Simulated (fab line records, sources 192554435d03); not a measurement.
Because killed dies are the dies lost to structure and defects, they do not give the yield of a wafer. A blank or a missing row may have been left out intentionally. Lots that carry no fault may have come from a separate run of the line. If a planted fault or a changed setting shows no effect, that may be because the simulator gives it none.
Which tool did it?    flow n5 finfet    at 1 step of a route of 1938, 9 lots with 27 wafers sampled

== WHAT THE GAUGES SHOWED, per wafer ==
N5_BEOL_M4_RC_MEAS_101. Usual: DIBL_N 36.1 mV/V, standard deviation 1.5; DIBL_P 36.1 mV/V, standard deviation 1.9; IOFF_N 0.159 nA/um, standard deviation 0.029; IOFF_P 0.21 nA/um, standard deviation 0.038; ION_N 675 uA/um, standard deviation 11; ION_P 464 uA/um, standard deviation 8.1; SS_N 71.5 mV/dec, standard deviation 0.57; SS_P 73.3 mV/dec, standard deviation 0.64; VT_N 249 mV, standard deviation 3.1; VT_P -250 mV, standard deviation 3.8.
lot   measured      on         DIBL_N (mV/V)   DIBL_P (mV/V)   IOFF_N (nA/um)     IOFF_P (nA/um)  ION_N (uA/um)  ION_P (uA/um)  SS_N (mV/dec)   SS_P (mV/dec)   VT_N (mV)    VT_P (mV)       flag
L699  day 8 08:42   prober-02  33.6 35.6 36.6  32.4 35.8 36.9  0.118 0.147 0.173  0.18 0.22 0.24  668 680 691    461 471 471    71.4 72.0 72.1  72.6 73.4 73.4  257 251 248  -248 -249 -249  
L700  day 8 09:32   prober-01  37.8 35.9 36.7  37.3 34.2 36.4  0.161 0.137 0.148  0.24 0.19 0.22  666 672 654    464 462 454    71.8 72.3 71.5  73.8 72.5 73.3  249 250 253  -246 -249 -247  
L701  day 9 00:53   prober-02  34.6 36.3 35.7  34.7 36.2 35.8  0.141 0.157 0.162  0.19 0.21 0.21  683 676 677    467 466 469    70.9 72.1 71.3  72.6 73.3 72.5  250 249 249  -252 -250 -249  
L709  day 11 05:29  prober-01  33.0 36.2 33.8  32.4 35.5 33.0  0.104 0.145 0.109  0.15 0.18 0.15  660 664 668    446 456 453    70.9 71.4 71.1  72.5 73.0 72.2  255 252 256  -254 -253 -254  
L711  day 11 09:25  prober-02  36.8 36.2 37.0  35.6 35.5 36.4  0.172 0.175 0.184  0.18 0.20 0.19  677 692 686    454 470 452    71.0 70.5 71.6  73.2 73.2 74.3  248 247 245  -253 -252 -254  
L712  day 11 15:29  prober-01  34.6 34.1 37.3  33.0 32.4 36.1  0.133 0.122 0.177  0.17 0.16 0.21  675 666 684    462 459 467    70.8 71.0 71.5  72.3 72.4 74.1  248 252 248  -253 -255 -251  
L714  day 12 05:31  prober-01  35.6 36.9 36.6  37.1 37.5 37.7  0.150 0.166 0.169  0.19 0.19 0.20  663 676 675    457 460 457    71.3 72.4 72.3  73.5 73.6 73.7  253 248 251  -254 -254 -254  
L718  day 13 12:38  prober-02  35.6 34.5 34.9  36.6 34.6 36.2  0.159 0.131 0.147  0.20 0.17 0.19  674 664 671    456 456 456    71.3 71.1 71.0  72.6 73.1 73.5  247 252 249  -252 -255 -254  
L719  day 13 18:02  prober-02  37.1 37.5 37.6  37.1 37.7 37.6  0.173 0.192 0.198  0.30 0.32 0.31  677 689 686    479 481 473    71.4 72.1 72.0  73.3 73.7 74.3  246 247 245  -241 -242 -244  

== TOOL THAT RAN EACH LOT (tool first, then ch and the chambers of the sampled wafers, then the start) ==
Record: no process step prior to these readings.

== WHAT THE TOOLS THEMSELVES READ (means of the sampled wafers that have a number; where no wafer has one, the mark that the record gives instead) ==
The record holds no such reading with a usual standard deviation.

== THE ANSWER, worked out from the rows above alone ==
Rule: take the mean of a lot's wafers that have a number; if it is more than 3 standard deviations from the usual mean, the lot is off. Also off: a lot with no number at a reading for which 4 or more lots have one. The other lots that the step has rows for count as sound. First the gauges in route order, then the tools' own readings, where a lot's mean is used as printed above. The first step at which some lot is off is used, and at that step the reading that is off furthest; a lot without a number counts as furthest.
No lot is off at any reading shown: from this, nothing can be told.

== WHAT WAS PUT IN BY THE SIMULATOR ==
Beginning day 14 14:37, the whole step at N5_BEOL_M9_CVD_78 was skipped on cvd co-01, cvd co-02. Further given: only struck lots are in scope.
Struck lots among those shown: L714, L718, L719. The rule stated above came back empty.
